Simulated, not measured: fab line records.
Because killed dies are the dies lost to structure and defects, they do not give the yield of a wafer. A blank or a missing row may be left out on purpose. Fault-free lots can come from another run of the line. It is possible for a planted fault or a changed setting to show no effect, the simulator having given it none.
fab line records	flow nand-harc
[record] lots = 6	wafers = 18	last-day = 34
route steps=1302 shown A_SGD_CUT@893 END@1302
lots with no fault: from the same line, run without faults
start-h: the number of hours between the record's first day and the start of the first shown wafer of the lot	wait-h: hours from the lot's prior step to this one	" identical to the entry in the row above	L1.1+2: several wafers, shown together as one row	- no value, or no start was given	* or withheld: withheld	< > ~ a bound
route shown NAME@n: a module of which the file shows steps, and the number in the route of the first	usual: mean/standard deviation of fault-free wafers	same: alike in all rows	chamber/n: place in a boat	sites: readings site by site	_std_site: the standard deviation of these	_edge_site: inner sites' mean taken away from outer sites' mean	radius-mm: for every site, how far away it sits from the centre of the wafer	mask NAME#n: copy n	behind: tool/chamber where the wafer was last shaped	hold: reason for holding the lot/hours on hold/outcome of the hold	device: the n, p or np transistor that did not switch	end of line: at the end of the route, the tests of the same wafers	step lacking rows: just its recipe	killed: the dies lost at the first sort to structure and to defects; this is not the yield of the wafer	map: a wafer's dies, marking killed ones x, the rest . and places with no die _
set.NAME: the setting as run; set.NAME@STEP: as run at that earlier step	model.NAME: the simulator's own value behind a step, which no gauge read
lots seen at some steps along the route; tables by step, rows by wafer
services: when a tool's chamber went out of use (start-h, in hours from the record's first day, below 0 if earlier), for how many hours, and the reason
[[steps]]
[step NHARC_A_SGD_CUT_COAT_56]
[recipe] temp-c = 260	time-s = 75
[step NHARC_A_SGD_CUT_COAT_57]
[recipe] temp-c = 225	time-s = 65
[step NHARC_A_SGD_CUT_COAT_03]
[recipe] spin-rpm = 1500	resist-thk-nm = 90
[step NHARC_A_SGD_CUT_SOFTBAKE_04]
[recipe] temp-c = 105	time-s = 55
[step NHARC_A_SGD_CUT_EBR_05]
[step NHARC_A_SGD_CUT_EXPOSE_06]
[recipe] na = 1.35	dose-mj = 85.59	mask-id = SGD
[step NHARC_A_SGD_CUT_PEB_07]
[recipe] peb-temp-c = 100	peb-time-s = 65
[step NHARC_A_SGD_CUT_DEVELOP_08]
[recipe] develop-time-s = 35	dev-temp-c = 23
[step NHARC_A_SGD_CUT_CD_MEAS_09]
[recipe] target-cd-nm = 100	landing-energy-ev = 500
[usual] cd-nm = 100.0/0.58
lot.wafer	tool	chamber	start-h	wait-h	cd-nm
L614.1	cd-sem-01	0	537.73	-	99.7
L614.2	"	0	"	"	100.3
L614.4	"	0	"	"	100.1
L615.1	cd-sem-01	0	555.09	-	100.4
L615.3	"	0	"	"	99.6
L615.4	"	0	"	"	100.0
L618.2	cd-sem-03	0	579.30	-	100.5
L618.4	"	0	"	"	100.5
L618.6	"	0	"	"	100.8
L619.3	cd-sem-02	0	589.55	-	100.3
L619.4	"	0	"	"	100.6
L619.5	"	0	"	"	100.6
L623.1	cd-sem-01	0	632.16	-	100.2
L623.3	"	0	"	"	99.7
L623.6	"	0	"	"	99.7
L626.4	cd-sem-01	0	674.65	-	100.1
L626.5	"	0	"	"	99.8
L626.6	"	0	"	"	99.3
[step NHARC_A_SGD_CUT_OVL_MEAS_10]
[usual] overlay-x-nm = -0.1/0.84	overlay-y-nm = 0.2/0.88
lot.wafer	tool	chamber	start-h	wait-h	overlay-x-nm	overlay-y-nm
L614.1	overlay-01	-	537.81	-	1.5	0.1
L614.2	"	-	"	"	0.7	0.3
L614.4	"	-	"	"	1.2	0.7
L615.1	overlay-01	-	555.18	-	-0.6	-2.0
L615.3	"	-	"	"	-0.8	-1.2
L615.4	"	-	"	"	0.0	-1.0
L618.2	overlay-02	-	579.38	-	-1.7	-0.7
L618.4	"	-	"	"	-0.7	-0.6
L618.6	"	-	"	"	-1.4	-0.2
L619.3	overlay-01	-	589.64	-	1.1	-0.9
L619.4	"	-	"	"	0.7	-0.5
L619.5	"	-	"	"	0.3	0.3
L623.1	overlay-01	-	632.25	-	0.1	0.4
L623.3	"	-	"	"	-0.2	0.5
L623.6	"	-	"	"	0.1	-0.2
L626.4	overlay-01	-	674.74	-	-0.5	0.9
L626.5	"	-	"	"	-0.8	0.2
L626.6	"	-	"	"	-1.2	0.8
[step NHARC_A_SGD_CUT_INSPECT_11]
[usual] raw-defect-count = 59/29
lot.wafer	tool	chamber	start-h	wait-h	raw-defect-count
L614.1	defect-inspect-01	-	537.85	0.0	70
L614.2	"	-	"	"	66
L614.4	"	-	"	"	78
L615.1	defect-inspect-01	-	555.22	0.0	14
L615.3	"	-	"	"	12
L615.4	"	-	"	"	16
L618.2	defect-inspect-01	-	579.42	0.0	11
L618.4	"	-	"	"	17
L618.6	"	-	"	"	9
L619.3	defect-inspect-01	-	589.68	0.0	89
L619.4	"	-	"	"	75
L619.5	"	-	"	"	87
L623.1	defect-inspect-02	-	632.29	0.0	62
L623.3	"	-	"	"	65
L623.6	"	-	"	"	57
L626.4	defect-inspect-02	-	674.77	0.0	71
L626.5	"	-	"	"	72
L626.6	"	-	"	"	80
[step NHARC_A_SGD_CUT_DESCUM_14]
[recipe] time-s = 3	o2-flow-sccm = 200	ar-flow-sccm = 0	bias-power-w = 0	chemistry = O2
[usual] drypump-motor-current-A = 5.6/0.5	oes-product-au = 1.002/0.011	rf-vpp-V = 57.7/0.9	showerhead-plenum-p-Torr = 1.89/0.098	throttle-valve-pct = 11.310/0.0092
lot.wafer	tool	chamber	start-h	wait-h	drypump-motor-current-A	oes-product-au	rf-hours-counter-h	rf-vpp-V	showerhead-plenum-p-Torr	throttle-valve-pct
L614.1	rie-diel-13	3	537.91	0.1	5.4	1.011	1	58.8	1.97	11.299
L614.4	"	0	"	"	5.8	1.022	1	56.6	1.79	11.324
L614.2	"	1	"	"	6.5	1.031	1	57.5	1.80	11.300
L615.4	rie-diel-13	0	555.29	0.1	5.8	1.015	2	57.8	1.79	11.309
L615.3	"	1	"	"	6.5	1.018	3	56.2	1.80	11.304
L615.1	"	2	"	"	5.3	0.995	3	57.8	1.92	11.312
L618.2	rie-diel-12	3	579.48	0.1	6.1	0.990	4	57.5	1.81	11.307
L618.4	"	0	"	"	5.7	1.003	4	57.3	1.79	11.298
L618.6	"	3	"	"	6.1	0.987	-	56.5	1.81	11.317
L619.3	rie-diel-09	1	589.76	0.1	4.7	0.999	6	56.8	1.78	11.318
L619.4	"	3	"	"	5.0	0.990	-	57.1	1.78	11.309
L619.5	"	1	"	"	4.7	1.003	-	57.5	1.78	11.318
L623.1	rie-diel-13	1	632.36	0.1	6.4	1.025	8	57.0	1.80	11.291
L623.3	"	3	"	"	5.4	1.003	9	59.0	1.96	11.324
L623.6	"	0	"	"	5.8	1.008	-	56.6	1.79	11.311
L626.4	rie-diel-12	2	674.85	0.1	6.0	1.012	2	58.3	1.97	11.323
L626.6	"	0	"	"	5.6	1.010	-	57.1	1.79	11.320
L626.5	"	1	"	"	5.2	0.983	-	58.4	2.04	11.318
[step NHARC_A_SGD_CUT_ETCH_58]
[recipe] target-depth-a = 390	over-etch-frac = 0.3	time-s = 65	ion-energy-ev = 80	cf4-flow-sccm = 150	ar-flow-sccm = 0	rf-w = 300	bias-w = 100	chemistry = CF4
[usual] drypump-motor-current-A = 5.6/0.49	oes-product-au = 1.000/0.012	rf-vpp-V = 151.0/1.4	run-length-s = 86.5/0.38	showerhead-plenum-p-Torr = 1.75/0.083	throttle-valve-pct = 13.283/0.0084
lot.wafer	tool	chamber	start-h	wait-h	drypump-motor-current-A	oes-product-au	rf-hours-counter-h	rf-vpp-V	run-length-s	showerhead-plenum-p-Torr	throttle-valve-pct
L614.1	rie-diel-13	0	538.00	0.1	5.8	1.025	1	149.3	49.5	1.66	13.286
L614.2	"	1	"	"	6.5	1.019	1	148.6	86.7	1.68	13.275
L614.4	"	2	"	"	5.3	0.990	1	151.1	86.4	1.78	13.273
L615.4	rie-diel-13	2	555.37	0.1	5.2	0.995	3	151.2	87.0	1.77	13.287
L615.1	"	3	"	"	5.4	1.012	2	151.4	86.1	1.81	13.278
L615.3	"	0	"	"	5.8	1.017	2	147.9	49.7	1.66	13.279
L618.2	rie-diel-12	2	579.56	0.1	6.0	1.009	5	151.0	86.4	1.82	13.279
L618.4	"	0	"	"	5.6	0.993	4	151.0	85.9	1.66	13.290
L618.6	"	2	"	"	6.0	0.991	-	151.7	86.6	1.82	13.279
L619.3	rie-diel-09	0	589.85	0.1	5.7	1.003	6	153.5	86.3	1.85	13.278
L619.5	"	3	"	"	5.0	0.997	-	149.4	86.2	1.66	13.293
L619.4	"	0	"	"	5.7	1.002	-	151.5	86.5	1.85	13.292
L623.1	rie-diel-13	0	632.44	0.1	5.8	0.993	8	149.2	86.7	1.66	13.293
L623.3	"	1	"	"	6.5	1.018	8	150.8	86.7	1.67	13.287
L623.6	"	0	"	"	5.8	1.001	-	149.9	86.2	1.66	13.299
L626.4	rie-diel-12	3	674.92	0.1	6.0	1.006	2	151.5	86.8	1.68	13.291
L626.6	"	2	"	"	6.0	1.000	-	151.2	86.5	1.82	13.281
L626.5	"	3	"	"	6.1	0.999	-	149.4	86.6	1.68	13.277
[step NHARC_A_SGD_CUT_ETCH_59]
[recipe] target-depth-a = 2600	over-etch-frac = 0.25	time-s = 406.25	ion-energy-ev = 200	n2-flow-sccm = 150	h2-flow-sccm = 150	ar-flow-sccm = 0	rf-w = 400	bias-w = 150	chemistry = N2/H2
[usual] drypump-motor-current-A = 5.6/0.49	oes-product-au = 1.001/0.012	rf-vpp-V = 429.9/2.8	run-length-s = 427.7/0.39	showerhead-plenum-p-Torr = 2.02/0.11	throttle-valve-pct = 14.172/0.0086
lot.wafer	tool	chamber	start-h	wait-h	drypump-motor-current-A	oes-product-au	rf-hours-counter-h	rf-vpp-V	run-length-s	showerhead-plenum-p-Torr	throttle-valve-pct
L614.4	rie-diel-13	3	-	-	5.4	1.000	1	431.5	427.2	2.10	14.168
L614.1	"	0	"	"	5.8	1.021	1	426.5	427.3	1.91	14.165
L614.2	"	1	"	"	6.4	1.028	1	428.5	428.0	1.92	14.185
L615.1	rie-diel-13	3	-	-	5.4	1.007	2	431.2	427.6	2.10	14.172
L615.4	"	0	"	"	5.8	1.015	2	426.9	427.6	1.91	14.163
L615.3	"	1	"	"	6.5	1.020	3	426.4	428.0	1.92	14.173
L618.4	rie-diel-12	1	-	-	5.2	1.001	5	434.3	428.2	2.18	14.162
L618.2	"	2	"	"	6.0	1.003	5	432.9	428.1	2.10	14.174
L618.6	"	1	"	"	5.2	0.991	-	433.8	428.4	2.18	14.178
L619.3	rie-diel-09	0	-	-	5.7	1.008	6	432.2	428.4	2.14	14.169
L619.4	"	0	"	"	5.7	1.004	-	433.5	427.7	2.14	14.174
L619.5	"	1	"	"	4.7	1.001	-	427.9	427.2	1.89	14.179
L623.1	rie-diel-13	0	-	-	5.8	1.005	8	427.5	427.6	1.90	14.170
L623.3	"	2	"	"	5.3	0.994	9	429.8	428.1	2.05	14.173
L623.6	"	0	"	"	5.8	0.998	-	427.6	427.6	1.90	14.177
L626.4	rie-diel-12	0	-	-	5.7	1.015	2	426.8	427.3	1.90	14.175
L626.6	"	0	"	"	5.7	1.010	-	426.0	427.4	1.90	14.173
L626.5	"	1	"	"	5.2	0.981	-	432.7	428.1	2.18	14.155
[step NHARC_END_SORT_01]
[recipe] temp-c = 25
[usual] killed-at-array = 52/18	killed-at-other = 0.6/0.83	killed-at-periphery = 4.3/2.8	killed-dies = 57/19	killed-open = 3.4/2	killed-short = 2.5/1.7
[same] gross-dies = 677
lot.wafer	tool	chamber	start-h	wait-h	killed-at-array	killed-at-other	killed-at-periphery	killed-dies	killed-open	killed-short
L614.1	prober-02	0	658.43	2.5	670	1	6	677	6	1
L614.2	prober-02	0	659.22	2.8	69	1	6	76	6	4
L614.4	prober-02	0	660.81	3.4	64	0	11	75	2	2
L615.1	prober-01	0	688.22	2.5	37	2	3	42	3	2
L615.3	prober-01	0	689.82	3.1	671	1	5	677	2	2
L615.4	prober-01	0	690.62	3.4	36	1	2	39	3	5
L619.3	prober-02	0	715.88	3.1	70	0	3	73	2	1
L619.4	prober-02	0	716.68	3.4	64	0	4	68	3	3
L619.5	prober-02	0	717.49	3.7	59	0	3	62	1	5
L618.2	prober-02	0	722.92	2.8	35	0	0	35	1	2
L618.4	prober-02	0	724.54	3.4	35	0	3	38	3	1
L618.6	prober-02	0	726.17	4.1	33	0	3	36	3	1
L623.1	prober-02	0	768.91	2.5	38	0	5	43	0	3
L623.3	prober-02	0	770.52	3.1	42	0	6	48	2	2
L623.6	prober-02	0	772.93	4.0	49	1	5	55	7	7
L626.4	prober-01	0	816.56	3.4	52	1	3	56	3	6
L626.5	prober-01	0	817.36	3.7	39	1	6	46	4	3
L626.6	prober-01	0	818.17	4.0	49	0	1	50	3	2
// killed by level:class
L614.1 A_SGD_CUT:area-etch=593 A_CHANNEL_HOLE_D1:chamber-film-flake=32 A_SLIT:chamber-film-flake=18 A_CONTACT:chamber-film-flake=10 A_CHANNEL_HOLE_D2:chamber-film-flake=8 P_CONTACT:chamber-film-flake=3 A_DECK1_JOINT:geometric-particle:open=2 P_CONTACT:geometric-particle:open=1
L614.2 A_CHANNEL_HOLE_D1:chamber-film-flake=31 A_SLIT:chamber-film-flake=14 A_CHANNEL_HOLE_D2:chamber-film-flake=8 A_CONTACT:chamber-film-flake=6 A_CHANNEL_FILL_D2:chamber-film-flake=3 A_DECK1_JOINT:geometric-particle:short=2 A_CHANNEL_FILL_D2:geometric-particle:short=2 P_STI:chamber-film-flake=2
L614.4 A_CHANNEL_HOLE_D1:chamber-film-flake=30 A_SLIT:chamber-film-flake=11 A_CHANNEL_HOLE_D2:chamber-film-flake=9 A_CONTACT:chamber-film-flake=9 P_STI:chamber-film-flake=5 P_CONTACT:chamber-film-flake=2 A_STAIRCASE:chamber-film-flake=2 P_M0:geometric-particle:short=1
L615.1 A_SLIT:chamber-film-flake=18 A_CONTACT:chamber-film-flake=8 A_CHANNEL_HOLE_D1:chamber-film-flake=3 P_CONTACT:chamber-film-flake=2 A_CHANNEL_FILL_D1:chamber-film-flake=2 P_GATE:geometric-particle:open=1 A_CHANNEL_FILL_D1:geometric-particle:open=1 A_WL_FILL:geometric-particle:open=1
L615.3 A_SGD_CUT:area-etch=639 A_SLIT:chamber-film-flake=17 A_CHANNEL_HOLE_D1:chamber-film-flake=4 P_CONTACT:chamber-film-flake=4 A_WL_FILL:chamber-film-flake=2 A_CONTACT:chamber-film-flake=2 A_ONON_D1:geometric-particle:short=1 A_CHANNEL_FILL_D1:geometric-particle:open=1
L615.4 A_SLIT:chamber-film-flake=14 A_WL_FILL:chamber-film-flake=4 A_CHANNEL_HOLE_D1:chamber-film-flake=3 A_CONTACT:chamber-film-flake=3 A_WL_FILL:geometric-particle:open=2 P_CONTACT:chamber-film-flake=2 A_DECK1_JOINT:chamber-film-flake=2 A_CHANNEL_HOLE_D1:geometric-particle:open=1
L619.3 A_CHANNEL_HOLE_D1:chamber-film-flake=36 A_SLIT:chamber-film-flake=17 A_CHANNEL_HOLE_D2:chamber-film-flake=10 P_GATE:chamber-film-flake=2 A_DECK1_JOINT:chamber-film-flake=2 A_CHANNEL_FILL_D1:geometric-particle:open=1 A_CHANNEL_FILL_D1:geometric-particle:short=1 A_ONON_D2:geometric-particle:open=1
L619.4 A_CHANNEL_HOLE_D1:chamber-film-flake=33 A_SLIT:chamber-film-flake=14 A_CHANNEL_HOLE_D2:chamber-film-flake=8 P_STI:geometric-particle:short=1 A_DECK1_JOINT:geometric-particle:short=1 A_ONON_D2:geometric-particle:short=1 A_CHANNEL_HOLE_D2:geometric-particle:open=1 A_CONTACT:geometric-particle:open=1
L619.5 A_CHANNEL_HOLE_D1:chamber-film-flake=27 A_SLIT:chamber-film-flake=18 A_STAIRCASE:chamber-film-flake=4 A_CHANNEL_HOLE_D2:chamber-film-flake=4 P_M0:geometric-particle:short=2 A_CHANNEL_FILL_D1:geometric-particle:short=2 A_CONTACT:chamber-film-flake=2 A_ONON_D2:geometric-particle:short=1
L618.2 A_SLIT:chamber-film-flake=17 A_CHANNEL_HOLE_D1:chamber-film-flake=6 A_CONTACT:chamber-film-flake=6 A_M0:chamber-film-flake=2 A_ONON_D1:geometric-particle:short=1 A_CHANNEL_FILL_D2:geometric-particle:short=1 A_SLIT:geometric-particle:open=1 A_WL_FILL:chamber-film-flake=1
L618.4 A_SLIT:chamber-film-flake=20 A_CONTACT:chamber-film-flake=5 A_CHANNEL_HOLE_D1:chamber-film-flake=4 A_M0:chamber-film-flake=3 P_CONTACT:geometric-particle:open=2 P_M0:geometric-particle:open=1 A_CHANNEL_FILL_D2:geometric-particle:short=1 A_CHANNEL_FILL_D2:chamber-film-flake=1
L618.6 A_SLIT:chamber-film-flake=18 A_CONTACT:chamber-film-flake=6 A_CHANNEL_HOLE_D1:chamber-film-flake=2 A_CHANNEL_FILL_D2:chamber-film-flake=2 A_M0:chamber-film-flake=2 P_CONTACT:geometric-particle:open=1 A_DECK1_JOINT:geometric-particle:open=1 A_ONON_D2:geometric-particle:short=1
L623.1 A_SLIT:chamber-film-flake=13 A_CHANNEL_HOLE_D2:chamber-film-flake=8 A_CHANNEL_HOLE_D1:chamber-film-flake=5 A_CONTACT:chamber-film-flake=4 P_GATE:chamber-film-flake=3 A_STAIRCASE:chamber-film-flake=3 A_CHANNEL_FILL_D1:geometric-particle:short=1 A_ONON_D2:geometric-particle:short=1
L623.3 A_SLIT:chamber-film-flake=16 A_CHANNEL_HOLE_D2:chamber-film-flake=8 A_CONTACT:chamber-film-flake=7 A_CHANNEL_HOLE_D1:chamber-film-flake=6 P_GATE:chamber-film-flake=4 A_ONON_D2:geometric-particle:short=1 A_CHANNEL_HOLE_D2:geometric-particle:open=1 A_CHANNEL_FILL_D2:geometric-particle:open=1
L623.6 A_SLIT:chamber-film-flake=13 A_CHANNEL_HOLE_D2:chamber-film-flake=13 A_STAIRCASE:chamber-film-flake=4 P_GATE:chamber-film-flake=3 A_CONTACT:chamber-film-flake=3 A_CHANNEL_FILL_D1:geometric-particle:short=2 A_ONON_D2:geometric-particle:short=2 A_WL_FILL:geometric-particle:short=2
L626.4 A_CHANNEL_HOLE_D2:chamber-film-flake=17 A_SLIT:chamber-film-flake=9 A_CHANNEL_HOLE_D1:chamber-film-flake=8 A_CONTACT:chamber-film-flake=8 A_WL_FILL:geometric-particle:short=2 A_DECK1_JOINT:chamber-film-flake=2 P_CONTACT:geometric-particle:short=1 P_M0:geometric-particle:open=1
L626.5 A_CHANNEL_HOLE_D2:chamber-film-flake=13 A_SLIT:chamber-film-flake=10 A_CHANNEL_HOLE_D1:chamber-film-flake=6 A_CONTACT:chamber-film-flake=3 A_STAIRCASE:chamber-film-flake=2 P_CONTACT:geometric-particle:open=1 P_M0:geometric-particle:open=1 P_M2:geometric-particle:open=1
L626.6 A_CHANNEL_HOLE_D2:chamber-film-flake=11 A_CHANNEL_HOLE_D1:chamber-film-flake=9 A_SLIT:chamber-film-flake=9 A_CONTACT:chamber-film-flake=8 A_STAIRCASE:chamber-film-flake=3 A_DECK1_JOINT:chamber-film-flake=2 A_ONON_D1:geometric-particle:open=1 A_WL_FILL:geometric-particle:short=1
// map L614.1 (x killed, . not)
____________x____________
_________xxxxxxx_________
_______xxxxxxxxxxx_______
______xxxxxxxxxxxxx______
_____xxxxxxxxxxxxxxx_____
____xxxxxxxxxxxxxxxxx____
____xxxxxxxxxxxxxxxxx____
___xxxxxxxxxxxxxxxxxxx___
___xxxxxxxxxxxxxxxxxxx___
__xxxxxxxxxxxxxxxxxxxxx__
__xxxxxxxxxxxxxxxxxxxxx__
_xxxxxxxxxxxxxxxxxxxxxxx_
_xxxxxxxxxxxxxxxxxxxxxxx_
_xxxxxxxxxxxxxxxxxxxxxxx_
_xxxxxxxxxxxxxxxxxxxxxxx_
_xxxxxxxxxxxxxxxxxxxxxxx_
xxxxxxxxxxxxxxxxxxxxxxxxx
xxxxxxxxxxxxxxxxxxxxxxxxx
xxxxxxxxxxxxxxxxxxxxxxxxx
xxxxxxxxxxxxxxxxxxxxxxxxx
xxxxxxxxxxxxxxxxxxxxxxxxx
_xxxxxxxxxxxxxxxxxxxxxxx_
_xxxxxxxxxxxxxxxxxxxxxxx_
_xxxxxxxxxxxxxxxxxxxxxxx_
_xxxxxxxxxxxxxxxxxxxxxxx_
_xxxxxxxxxxxxxxxxxxxxxxx_
__xxxxxxxxxxxxxxxxxxxxx__
__xxxxxxxxxxxxxxxxxxxxx__
___xxxxxxxxxxxxxxxxxxx___
___xxxxxxxxxxxxxxxxxxx___
____xxxxxxxxxxxxxxxxx____
____xxxxxxxxxxxxxxxxx____
_____xxxxxxxxxxxxxxx_____
______xxxxxxxxxxxxx______
_______xxxxxxxxxxx_______
_________xxxxxxx_________
____________x____________
// map L615.3 (x killed, . not)
____________x____________
_________xxxxxxx_________
_______xxxxxxxxxxx_______
______xxxxxxxxxxxxx______
_____xxxxxxxxxxxxxxx_____
____xxxxxxxxxxxxxxxxx____
____xxxxxxxxxxxxxxxxx____
___xxxxxxxxxxxxxxxxxxx___
___xxxxxxxxxxxxxxxxxxx___
__xxxxxxxxxxxxxxxxxxxxx__
__xxxxxxxxxxxxxxxxxxxxx__
_xxxxxxxxxxxxxxxxxxxxxxx_
_xxxxxxxxxxxxxxxxxxxxxxx_
_xxxxxxxxxxxxxxxxxxxxxxx_
_xxxxxxxxxxxxxxxxxxxxxxx_
_xxxxxxxxxxxxxxxxxxxxxxx_
xxxxxxxxxxxxxxxxxxxxxxxxx
xxxxxxxxxxxxxxxxxxxxxxxxx
xxxxxxxxxxxxxxxxxxxxxxxxx
xxxxxxxxxxxxxxxxxxxxxxxxx
xxxxxxxxxxxxxxxxxxxxxxxxx
_xxxxxxxxxxxxxxxxxxxxxxx_
_xxxxxxxxxxxxxxxxxxxxxxx_
_xxxxxxxxxxxxxxxxxxxxxxx_
_xxxxxxxxxxxxxxxxxxxxxxx_
_xxxxxxxxxxxxxxxxxxxxxxx_
__xxxxxxxxxxxxxxxxxxxxx__
__xxxxxxxxxxxxxxxxxxxxx__
___xxxxxxxxxxxxxxxxxxx___
___xxxxxxxxxxxxxxxxxxx___
____xxxxxxxxxxxxxxxxx____
____xxxxxxxxxxxxxxxxx____
_____xxxxxxxxxxxxxxx_____
______xxxxxxxxxxxxx______
_______xxxxxxxxxxx_______
_________xxxxxxx_________
____________x____________
[[services]]
tool	chamber	start-h	hours	kind
rie-diel-13	-	519.21	9.0	pm
rie-diel-13	0	519.21	9.0	vent-cycle
rie-diel-13	1	519.21	9.0	vent-cycle
rie-diel-13	2	519.21	9.0	vent-cycle
rie-diel-13	3	519.21	9.0	vent-cycle
rie-diel-13	0	528.21	-	clean
rie-diel-13	1	528.21	-	clean
rie-diel-13	1	528.21	-	consumable-replace:focus-ring
rie-diel-13	2	528.21	-	clean
rie-diel-13	3	528.21	-	clean
rie-diel-09	-	543.61	0.3	repair
rie-diel-13	0	552.71	-	clean
rie-diel-13	1	552.71	-	clean
rie-diel-13	2	552.71	-	clean
rie-diel-13	3	552.71	-	clean
rie-diel-13	0	577.21	-	clean
rie-diel-13	1	577.21	-	clean
rie-diel-13	2	577.21	-	clean
rie-diel-09	2	580.55	15.0	repair
rie-diel-12	-	622.40	9.0	pm
rie-diel-09	0	632.13	6.3	repair
rie-diel-09	2	634.15	4.1	repair
rie-diel-13	3	653.03	5.3	repair
rie-diel-09	-	674.10	9.0	pm
[[key]]
[first-sign] step = NHARC_A_SGD_CUT_ETCH_58	reading = run-length-s	direction = down	sigmas = 98	usual = *	struck = *
[effect] step = NHARC_END_SORT_01	reading = killed-at-array	direction = up	sigmas = 34	usual = 52	struck = 670
[more-kills-born-at] NHARC_A_SGD_CUT_ETCH_58@rie-diel-13 = 1232
met-at NHARC_A_SGD_CUT_ETCH_58
struck-wafers L614.1,L615.3
later-rows-left-out L614.1,L615.3
tester-left-out L614,L615
[fault] kind = process-parameter-drift	tool = rie-diel-13	chamber = 0	onset-h = 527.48	steps = NHARC_A_SGD_CUT_ETCH_58	channel = time-s	offset = *	shape = step	end-h = 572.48	acts-in = *	stated = *
// tester-left-out: of these lots the tester's yield and bins aren't shown, on N5 and GAA mostly nor the transistor test; their killed dies are dies lost to structure and defects alone, not to doping, threshold or leakage, so they don't give the yield
// later-rows-left-out: the simulator's readings of these wafers behind a module that went badly wrong aren't trusted and aren't shown, but for the sort
